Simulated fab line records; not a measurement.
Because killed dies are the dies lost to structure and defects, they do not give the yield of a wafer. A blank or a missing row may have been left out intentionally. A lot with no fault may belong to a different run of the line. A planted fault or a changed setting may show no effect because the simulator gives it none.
A lot that was struck, set against a sound lot / flow n5-finfet / 34 steps out of a route of 1938
Sound: the wafers L308.2, L308.4, L308.6. The struck wafers were L315.2, L315.3, L315.4. Last of all comes the cause.
Order at every step that has rows: each side's tool, ch and its chambers, its first start. Under that, the readings that differ: sound wafers / struck wafers / difference of the means / sigmas: that difference in standard deviations of wafers without a fault.
alike: readings with means less than 2 such deviations apart, plus words and numbers identical on both sides. not compared: withheld readings, readings lacking a value on some wafer, bounds such as >300 that could conceal the same value, and numbers that have no deviation in the record and whose values overlap.
Wherever a step has rows on one side only, a row that says differs or no value, or a row with sigmas, the two part there. Numbers that don't overlap but have no deviation are shown without sigmas and don't part them. A reading that every wafer of one side lacks parts them only if that side has two wafers or more.

first, 9 steps without rows for these wafers: N5_SD_EPI_P_DEVELOP_08 (develop time 30 s); N5_SD_EPI_P_DESCUM_14 (chemistry O2, time 7.9 s); N5_SD_EPI_P_ETCH_36 (etches SiARC in CF4, target depth 45.5 nm, time 75.8 s); N5_SD_EPI_P_ETCH_37 (etches SOC in N2/H2, overetch 108 nm, time 486 s); N5_SD_EPI_P_STRIP_38 (strips in N2/H2); N5_SD_EPI_P_ETCHBACK_46 (etches SiNx in CH3F/O2, stops on SiO2, target depth 17.5 nm); N5_SD_EPI_P_ETCH_47 (etches SiOCN in CH3F/O2, target depth 25 nm); N5_SD_EPI_P_ETCH_16 (etches SiO2 in CHF3/O2, target depth 5 nm); N5_SD_EPI_P_STRIP_50 (strips in CHF3/O2).
N5_SD_EPI_P_SD_RECESS_17: chemistry HBr/Cl2/O2, target depth 39.1 nm, bt time 3 s.
  sound on rie-si-01 ch 0,3, day 4 00:43; struck on rie-si-01 ch 1,2,3, day 6 00:28
  no value came back on the struck wafers for any of 6 readings (HBr_flow_sccm (sccm), O2_flow_sccm (sccm) and others); on the sound wafers HBr_flow_sccm (sccm) reads 150.0 150.1 149.7
  not compared: rf-hours-counter-h
then, 22 steps without rows for these wafers: N5_SD_EPI_P_WET_ETCH_45 (etches SiO2 in dHF, time 10.7 s, target depth 2 nm, rinse time 30 s); N5_SD_EPI_P_STRIP_40 (strips in N2/H2); N5_SD_EPI_P_PRECLEAN_52 (cleans in O3/DIW, time 60 s); N5_SD_EPI_P_SRD_20 (time 30 s); N5_SD_EPI_P_PRECLEAN_51 (cleans in NF3:NH3, afs cycles 1, time 20 s, sublimation time 60 s); N5_SD_EPI_P_VAPOR_ETCH_44 (etches SiGe30 in NF3/Ar, time 3.3 s); N5_SD_EPI_P_EPI_21 (deposits SiGe:B, time 355 s); N5_SD_EPI_P_HM_STRIP_48 (strips SiNx in H3PO4, material SiNx, target depth 3 nm); N5_SD_EPI_P_SRD_49 (time 30 s); N5_SD_EPI_P_PRECLEAN_24 (cleans in O3/DIW, time 45 s); N5_SD_EPI_P_PRECLEAN_32 (cleans in dHF, time 10 s); N5_SD_EPI_P_PRECLEAN_33 (cleans in SC2, time 45 s); N5_SD_EPI_P_SRD_25 (time 30 s); N5_SD_ACTIVATION_RTA_00 (time 0 s); N5_SD_ACTIVATION_LSA_01 (time 0.0008 s); N5_ILD0_LINER_00 (material SiNx, target thk 4 nm, pulse time 1 s, purge time 2 s); N5_ILD0_FCVD_FILL_01 (material SiO2 flowable, target thk 200 nm, time 328.3 s); N5_ILD0_CURE_02 (time 1800 s); N5_ILD0_CMP_03 (polishes, stops on SiNx, t overpolish 1.9 s, target thk 197.38 nm); N5_ILD0_CMP_07 (polishes SiO2 flowable, stops on poly-Si, t overpolish 1.18 s, target thk 138.88 nm); N5_ILD0_PRECLEAN_10 (cleans in NF3:NH3, afs cycles 5, time 20 s, sublimation time 60 s); N5_ILD0_ALD_15 (deposits SiNx, target thk 24 nm, pulse time 1 s, ald cycles 480).
-- the record jumps here: 5 days lie between the struck wafers' starts before and after (it left off in module ILD0 and takes up again in module BEOL_M4, whose first step shown is number 1111 of the route) --
N5_BEOL_M4_RC_MEAS_101:
  sound on prober-02 ch 0, day 9 00:23; struck on prober-01 ch 0, day 11 00:37
reading=CJ_P; sound=5.36 5.73 6.09; struck=2.07 2.04 2.07; difference=-3.67; sigmas=-20
reading=DIBL_P (mV/V); sound=35.3 34.7 36.9; struck=28.6 29.3 30.8; difference=-6.1; sigmas=-3
reading=IOFF_P (nA/um); sound=0.19 0.18 0.22; struck=0.03 0.03 0.04; difference=-0.16; sigmas=-4
reading=IOFF_P_85C (nA/um); sound=3.4 3.3 3.8; struck=0.7 0.7 0.8; difference=-2.8; sigmas=-5
reading=IOFF_P_LIN (nA/um); sound=0.095 0.091 0.104; struck=0.018 0.019 0.021; difference=-0.077; sigmas=-6
reading=ION_P (uA/um); sound=461 449 461; struck=186 185 188; difference=-271; sigmas=-36
reading=REXT_P (ohm.um); sound=102.3 102.3 100.6; struck=146.3 148.6 147.5; difference=+45.7; sigmas=+17
reading=SS_P (mV/dec); sound=73.7 72.5 73.1; struck=70.9 71.8 72.5; difference=-1.4; sigmas=-2
reading=VT_P (mV); sound=-251 -253 -249; struck=-298 -297 -294; difference=-45; sigmas=-12
reading=VT_P_LVT (mV); sound=-103 -103 -101; struck=-146 -146 -145; difference=-43; sigmas=-14
  alike: DIBL_N, IOFF_N, ION_N, SS_N, VT_N
-- record jumps: 5 days separate the struck wafers' starts on either side; left off in module BEOL_M4, taken up again in module PASSIVATION, whose first shown step is the route's number 1936 --
N5_PASSIVATION_PROBE_49:
  sound: prober-02 at day 13 15:51; struck: prober-01 at day 16 04:31
reading=sort_bin_8_speed (%); sound=0 0 0; struck=90.42 90.85 90.34; difference=+90.54; sigmas=+99 or more
reading=sort-n-pass; sound=1092 1111 1067; struck=0 0 0; difference=-1090; sigmas=-64
reading=sort-yield-pct (%); sound=92.5 94.2 90.4; struck=0 0 0; difference=-92; sigmas=-62
  alike: defect-limited-yield, killed_at_M0_to_M3, killed_at_M4_up, killed-at-contacts, killed-at-front-end, killed-at-other, killed-dies, killed-open, killed-short, sort_bin_5_function, sort_bin_6_memory

WHERE THEY PART
At N5_SD_EPI_P_SD_RECESS_17 first; at N5_PASSIVATION_PROBE_49 last (within this record only).

WHY: whatever the simulator had introduced
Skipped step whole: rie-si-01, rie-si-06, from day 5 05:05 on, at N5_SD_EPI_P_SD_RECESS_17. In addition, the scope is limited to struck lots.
